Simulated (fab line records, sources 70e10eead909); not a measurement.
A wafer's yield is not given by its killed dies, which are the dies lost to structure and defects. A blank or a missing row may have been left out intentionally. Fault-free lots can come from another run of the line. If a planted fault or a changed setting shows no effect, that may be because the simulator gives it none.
Struck lot and sound lot, side by side -- flow nandHarc -- 40 out of 1159 route steps
Sound: the wafers L365.1, L365.2, L365.6. Wafers struck: L382.2, L382.4, L382.6. The cause comes at the end.
Per side, at each step with rows, come the tool, then ch with its chambers, and then its first start. Under that, the readings that differ: sound wafers -- struck wafers -- difference of the means -- sigmas: that difference in standard deviations of wafers without a fault.
alike: readings whose means differ by less than 2 such deviations, and words and numbers that are the same on both sides. not compared: withheld readings, readings that some wafer has no value for, bounds like >300 that may hide the same value, and numbers for which the record gives no deviation and whose values overlap.
A row with sigmas, a row that says differs or no value, or rows on one side alone: a step with any of these is where the two part. Numbers that don't overlap but have no deviation are shown without sigmas and don't part them. A reading missing from all wafers of one side parts the sides only when that side holds two or more wafers.

first, 5 steps without rows for these wafers: NHARC_A_CONTACT_ETCH_30 (etches the open film in CF4/CHF3, target depth 60.5 nm, time 30.2 s); NHARC_A_CONTACT_ETCH_31 (etches the open film in O2/COS, target depth 2000 nm, time 520 s); NHARC_A_CONTACT_ETCH_134 (etches the open film in C4F8/O2/Ar, time 140 s, target depth 700 nm); NHARC_A_CONTACT_ETCH_135 (etches the open film in C4F8/O2/Ar, time 132 s, target depth 1287 nm); NHARC_A_CONTACT_ETCH_136 (etches the open film in C4F8/O2/Ar, time 132 s, target depth 1287 nm).
NHARC_A_CONTACT_ETCH_137: etches the open film in C4F8/O2/Ar, time 132 s, target depth 1287 nm.
  sound on harCapEtch-03 ch 0,1, day 17 13:38; struck on harCapEtch-01 ch 0,1, day 21 14:06
  not compared: rfHoursCounterH
NHARC_A_CONTACT_ETCH_138: etches the open film in C4F8/O2/Ar, time 132 s, target depth 1289 nm.
  sound on harCapEtch-03 ch 0,1, day 17 13:45; struck on harCapEtch-01 ch 0,1, day 21 14:14
  not compared: rfHoursCounterH
then, 3 steps without rows for these wafers: NHARC_A_CONTACT_ETCH_139 (etches the open film in C4F8/O2/Ar, time 137 s, target depth 590 nm); NHARC_A_CONTACT_ETCH_92 (etches the open film in CH3F/O2, target depth 40 nm, time 85.7 s); NHARC_A_CONTACT_ETCH_98 (etches the open film in C4F6/O2, target depth 20 nm, time 10 s).
NHARC_A_CONTACT_CD_MEAS_15:
  sound on cdSem-03, day 17 14:31; struck on cdSem-01, day 21 15:01
  alike: cdNm
then, 1 step without rows for these wafers: NHARC_A_CONTACT_STRIP_107 (strips in N2/H2).
NHARC_A_CONTACT_STRIP_108: strips in CF4/CHF3.
  sound on rieDiel-07 ch 1,2,3, day 17 14:41; struck on rieDiel-07 ch 1,2,3, day 21 15:11
then, 4 steps without rows for these wafers: NHARC_A_CONTACT_STRIP_109 (strips in O2/COS); NHARC_A_CONTACT_ETCH_110 (etches the open film in CF4/O2, target depth 50 nm, overetch 5 nm, time 27.5 s); NHARC_A_CONTACT_STRIP_26 (strips in O2); NHARC_A_CONTACT_STRIP_27 (strips in post etch residue remover, time 600 s).
NHARC_A_CONTACT_ALD_18: deposits TiN, target thk 3 nm, pulse time 1 s, ald cycles 150.
  sound on aldMetal-01 ch 0,2,3, day 17 15:28; struck on aldMetal-01 ch 0,2, day 21 16:06
  alike: heaterPowerW, precursorPulseHeightRel
  not compared: sinceWetCleanH
NHARC_A_CONTACT_CVD_19: deposits W, target thk 300 nm, time 802 s.
  sound on cvdW-02 ch 0,1; struck on cvdW-01 ch 0,1
  alike: heaterPowerW, throttleValvePct
  not compared: sinceWetCleanH
then, 12 steps without rows for these wafers: NHARC_A_CONTACT_CMP_20 (polishes, t overpolish 30 s, target thk 300 nm); NHARC_A_CONTACT_SRD_22; NHARC_A_BLC_DEHYDRATE_00 (time 120 s); NHARC_A_BLC_HMDS_01 (time 30 s); NHARC_A_BLC_COAT_02 (time 75 s); NHARC_A_BLC_COAT_03 (time 65 s); NHARC_A_BLC_COAT_04 (resist thk 90 nm); NHARC_A_BLC_SOFTBAKE_05 (time 55 s); NHARC_A_BLC_EBR_06; NHARC_A_BLC_EXPOSE_07 (exposes mask A BLC, target cd 100 nm); NHARC_A_BLC_PEB_08 (peb time 65 s); NHARC_A_BLC_DEVELOP_09 (develop time 35 s).
NHARC_A_BLC_CD_MEAS_10 targets a cd of 100 nm.
  sound on cdSem-02 ch 0, day 17 18:05; struck on cdSem-03 ch 0, day 21 20:28
  alike: cdNm
NHARC_A_BLC_OVL_MEAS_11:
  sound on overlay-01, day 17 18:10; struck on overlay-01, day 21 20:32
  alike: overlayXNm, overlayYNm
NHARC_A_BLC_DESCUM_15: chemistry O2, time 3 s.
  sound on rieDiel-13 ch 0,1,2, day 17 18:16; struck on rieDiel-13 ch 1,2,3, day 21 20:38
  alike: drypumpMotorCurrentA, o2FlowSccm, oesProductAu, rfVppV, showerheadPlenumPTorr, throttleValvePct
  not compared: rfHoursCounterH
then, 3 steps without rows for these wafers: NHARC_A_BLC_ETCH_16 (etches the open film in CF4, target depth 39 nm, time 65 s); NHARC_A_BLC_ETCH_17 (etches the open film in N2/H2, target depth 390 nm, time 609.38 s); NHARC_A_BLC_ETCH_18 (etches the open film in C4F8/O2/Ar, target depth 910 nm).
NHARC_A_BLC_CD_MEAS_19:
  sound on cdSem-03, day 17 19:26; struck on cdSem-03, day 21 21:37
  alike: cdNm
then, 1 step without rows for these wafers: NHARC_A_BLC_STRIP_29 (strips in CF4).
NHARC_END_SORT_01:
  here the record holds rows for the struck wafers (prober-01 ch 0, day 23 20:40) but none for the sound ones

== WHERE THEY PART ==
Only at NHARC_END_SORT_01, within this record.

WHY: what had been put in by the simulator
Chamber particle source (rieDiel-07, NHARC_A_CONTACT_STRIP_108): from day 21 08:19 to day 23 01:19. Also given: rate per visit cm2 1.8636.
